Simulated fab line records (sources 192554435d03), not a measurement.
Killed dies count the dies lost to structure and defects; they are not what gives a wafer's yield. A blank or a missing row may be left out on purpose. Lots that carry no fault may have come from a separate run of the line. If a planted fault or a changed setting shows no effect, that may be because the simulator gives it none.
Split-lot trial	flow n5_finfet	21 wafers read across 7 lots, on a route 1938 steps long

## THE SPLIT
At N5_BEOL_M9_EXPOSE_25 (exposes mask V8), the setting dose_mj was moved away from the recipe's 37.25 on 8 of the 21 wafers read, by -5.9% to +1.9%. This setting was run at the recipe's value on the other wafers.

## FROM THE SPLIT TO THE READING: what the file shows between them, 2 steps
- N5_BEOL_M9_PEB_26: peb time 60 s
- N5_BEOL_M9_DEVELOP_27: develop time 30 s

## THE READING
Shown in nm: cd_nm at N5_BEOL_M9_CD_MEAS_28, with target cd 70 nm. Typical for fault-free wafers on this fab line: 70.03 nm, with standard deviation 0.24 nm.

wafer	tool, chamber at the split	dose_mj as run	against the recipe	cd_nm, nm	against lot-mates on the recipe
L076.2	euv_scanner-02, 0	36.11	-3.1%	69.00	-1.04
L076.4	euv_scanner-02, 0	36.11	-3.1%	69.27	-0.77
L076.6	euv_scanner-02, 0	37.25	recipe	70.04	-
L081.2	euv_scanner-01, 0	37.25	recipe	69.87	-
L081.3	euv_scanner-01, 0	35.64	-4.3%	68.71	-1.15
L081.5	euv_scanner-01, 0	37.25	recipe	69.84	-
L083.2	euv_scanner-02, 0	37.25	recipe	69.86	-
L083.5	euv_scanner-02, 0	37.25	recipe	69.83	-
L083.6	euv_scanner-02, 0	37.25	recipe	69.89	-
L084.1	euv_scanner-01, 0	35.56	-4.5%	68.98	-1.18
L084.2	euv_scanner-01, 0	37.25	recipe	70.16	-
L084.5	euv_scanner-01, 0	35.56	-4.5%	69.31	-0.85
L087.1	euv_scanner-01, 0	37.95	+1.9%	70.68	+0.68
L087.4	euv_scanner-01, 0	37.25	recipe	70.00	-
L087.6	euv_scanner-01, 0	37.95	+1.9%	70.35	+0.35
L097.2	euv_scanner-02, 0	37.25	recipe	70.12	-
L097.4	euv_scanner-02, 0	37.25	recipe	69.94	-
L097.6	euv_scanner-02, 0	35.06	-5.9%	68.37	-1.66
L096.1	euv_scanner-02, 0	37.25	recipe	69.99	-
L096.5	euv_scanner-02, 0	37.25	recipe	69.94	-
L096.6	euv_scanner-02, 0	37.25	recipe	70.50	-

FIT RESULTS
A straight line over all 21 wafers: cd_nm changes by +0.252 nm for each +1% of dose_mj; r = +0.94; the points scatter about the line by 0.2 nm.
The same after taking each lot's own level away (the mean of its wafers on the recipe; 21 wafers): +0.262 nm for each +1%; r = +0.97; scatter 0.15 nm.
Per that fit: largest dose_mj move, reading shift of 1.5 nm.
Across the lots, their own levels run from 69.855 to 70.160 nm, a range of 1.3 times the standard deviation given above.
Hence the lot-to-lot level has little effect on the slope; both slopes agree.
Check: with one of the wafers moved furthest among these (-5.9%) left out of the fit, the line predicts -1.49 nm for it against its lot-mates. It came out at -1.66 nm against them.

## OTHER SPLITS ON THESE WAFERS
Other splits were also applied to these wafers ahead of the reading. Each is held against what the fit with the lots' levels taken away leaves over:
other split on the same wafers	wafers away from the commonest value	r with cd_nm (lot level and that fit taken away)
N5_BEOL_M8_EXPOSE_25 dose_mj	11	+0.37

## FILE'S OWN FIT
cd_nm changes by +0.266 nm for each +1% of dose_mj, r = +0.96.
